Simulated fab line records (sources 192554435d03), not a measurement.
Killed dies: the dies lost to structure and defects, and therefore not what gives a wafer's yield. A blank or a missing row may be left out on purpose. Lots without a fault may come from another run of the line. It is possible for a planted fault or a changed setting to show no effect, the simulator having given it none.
Split-lot experiment / flow n5-finfet / route with 1938 steps; 7 lots, 21 wafers read

## ABOUT THE SPLIT
At N5_PMOS_HMC_CHANNEL_EPI_PEB_07 (peb time 60 s), the setting peb-temp-c was moved away from the recipe's 110 C on 6 of the 21 wafers read, by -2.6% to +3.3%. All remaining wafers had this setting at the recipe value.

## FROM THE SPLIT TO THE READING: what the file shows between them, 1 step
- N5_PMOS_HMC_CHANNEL_EPI_DEVELOP_08: develop time 30 s (also split here: develop-time-s)

## THE READING
At N5_PMOS_HMC_CHANNEL_EPI_CD_MEAS_09: cd-nm in nanometres, against a target cd of 237.4 nm. A value of 237.8 nm with a standard deviation of 0.73 nm is what fault-free wafers of this fab line usually give.

wafer=L079.1; tool, chamber at the split=litho-track-05, 0; peb-temp-c as run, C=110; against the recipe=recipe; cd-nm, nm=237.0; against lot-mates on the recipe=-
wafer=L079.5; tool, chamber at the split=litho-track-05, 0; peb-temp-c as run, C=110; against the recipe=recipe; cd-nm, nm=237.5; against lot-mates on the recipe=-
wafer=L079.6; tool, chamber at the split=litho-track-05, 0; peb-temp-c as run, C=110; against the recipe=recipe; cd-nm, nm=237.5; against lot-mates on the recipe=-
wafer=L084.4; tool, chamber at the split=litho-track-05, 0; peb-temp-c as run, C=107.4; against the recipe=-2.4%; cd-nm, nm=230.6; against lot-mates on the recipe=-7.1
wafer=L084.5; tool, chamber at the split=litho-track-05, 0; peb-temp-c as run, C=107.4; against the recipe=-2.4%; cd-nm, nm=230.1; against lot-mates on the recipe=-7.6
wafer=L084.6; tool, chamber at the split=litho-track-05, 0; peb-temp-c as run, C=110; against the recipe=recipe; cd-nm, nm=237.7; against lot-mates on the recipe=-
wafer=L087.2; tool, chamber at the split=litho-track-03, 0; peb-temp-c as run, C=110; against the recipe=recipe; cd-nm, nm=237.4; against lot-mates on the recipe=-
wafer=L087.4; tool, chamber at the split=litho-track-03, 0; peb-temp-c as run, C=110; against the recipe=recipe; cd-nm, nm=238.3; against lot-mates on the recipe=-
wafer=L087.5; tool, chamber at the split=litho-track-03, 0; peb-temp-c as run, C=110; against the recipe=recipe; cd-nm, nm=238.5; against lot-mates on the recipe=-
wafer=L089.1; tool, chamber at the split=litho-track-05, 0; peb-temp-c as run, C=107.1; against the recipe=-2.6%; cd-nm, nm=228.7; against lot-mates on the recipe=-9.0
wafer=L089.3; tool, chamber at the split=litho-track-05, 0; peb-temp-c as run, C=110; against the recipe=recipe; cd-nm, nm=236.8; against lot-mates on the recipe=-
wafer=L089.6; tool, chamber at the split=litho-track-05, 0; peb-temp-c as run, C=110; against the recipe=recipe; cd-nm, nm=238.6; against lot-mates on the recipe=-
wafer=L091.3; tool, chamber at the split=litho-track-05, 0; peb-temp-c as run, C=110; against the recipe=recipe; cd-nm, nm=237.0; against lot-mates on the recipe=-
wafer=L091.4; tool, chamber at the split=litho-track-05, 0; peb-temp-c as run, C=113.6; against the recipe=+3.3%; cd-nm, nm=248.7; against lot-mates on the recipe=+11.7
wafer=L091.6; tool, chamber at the split=litho-track-05, 0; peb-temp-c as run, C=113.6; against the recipe=+3.3%; cd-nm, nm=247.4; against lot-mates on the recipe=+10.4
wafer=L092.2; tool, chamber at the split=litho-track-03, 0; peb-temp-c as run, C=110; against the recipe=recipe; cd-nm, nm=237.7; against lot-mates on the recipe=-
wafer=L092.4; tool, chamber at the split=litho-track-03, 0; peb-temp-c as run, C=110; against the recipe=recipe; cd-nm, nm=237.7; against lot-mates on the recipe=-
wafer=L092.6; tool, chamber at the split=litho-track-03, 0; peb-temp-c as run, C=110; against the recipe=recipe; cd-nm, nm=237.8; against lot-mates on the recipe=-
wafer=L093.3; tool, chamber at the split=litho-track-03, 0; peb-temp-c as run, C=110; against the recipe=recipe; cd-nm, nm=239.1; against lot-mates on the recipe=-
wafer=L093.5; tool, chamber at the split=litho-track-03, 0; peb-temp-c as run, C=110; against the recipe=recipe; cd-nm, nm=237.3; against lot-mates on the recipe=-
wafer=L093.6; tool, chamber at the split=litho-track-03, 0; peb-temp-c as run, C=108.2; against the recipe=-1.6%; cd-nm, nm=233.3; against lot-mates on the recipe=-4.9

FIT RESULTS
A straight line over all 21 wafers: cd-nm changes by +3.16 nm for each +1% of peb-temp-c; r = +0.99; the points scatter about the line by 0.65 nm.
The same after taking each lot's own level away (the mean of its wafers on the recipe; 21 wafers): +3.29 nm for each +1%; r = +0.99; scatter 0.55 nm.
The reading moves by 11 nm for the largest change in peb-temp-c, on that fit.
The span of the lots' own levels, 237.00 to 238.20 nm, comes to 1.6 times the standard deviation stated above.
The two slopes are in agreement: the lot-to-lot level therefore moves the slope only a little.
Check: for one of the wafers moved furthest among these (+3.3%), held out of the fit, the line's prediction against its lot-mates is +10.4 nm. It came out at +11.7 nm against them.

## OTHER SPLITS ON THESE WAFERS
Other splits were also applied to these wafers ahead of the reading. Each is held against what the fit with the lots' levels taken away leaves over:
other split on the same wafers=N5_ZERO_LAYER_EXPOSE_08 dose-mj; wafers away from the commonest value=7; r with cd-nm (lot level and that fit taken away)=+0.33
other split on the same wafers=N5_WELL_APT_COAT_02 spin-rpm; wafers away from the commonest value=9; r with cd-nm (lot level and that fit taken away)=+0.00
other split on the same wafers=N5_PMOS_HMC_CHANNEL_EPI_DEVELOP_08 develop-time-s; wafers away from the commonest value=8; r with cd-nm (lot level and that fit taken away)=+0.46

## THE WHOLE CHAIN: every reading that the file lists as answering this split, in the file's order
step=N5_PMOS_HMC_CHANNEL_EPI_CD_MEAS_09; what it does=target cd 237.4 nm; reading=cd-nm; change (the file's fit)=+3.29 nm for each +1% of the setting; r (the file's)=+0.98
step=N5_PMOS_HMC_CHANNEL_EPI_DESCUM_14; what it does=chemistry O2, time 7.9 s; reading=PMOS_HMC_CHANNEL_EPI.cd-nm (the simulator's own value, which no gauge read); change (the file's fit)=+3.25 nm for each +1% of the setting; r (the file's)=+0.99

## THE FILE'S OWN FIT
cd-nm changes by +3.29 nm for each +1% of peb-temp-c, r = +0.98.
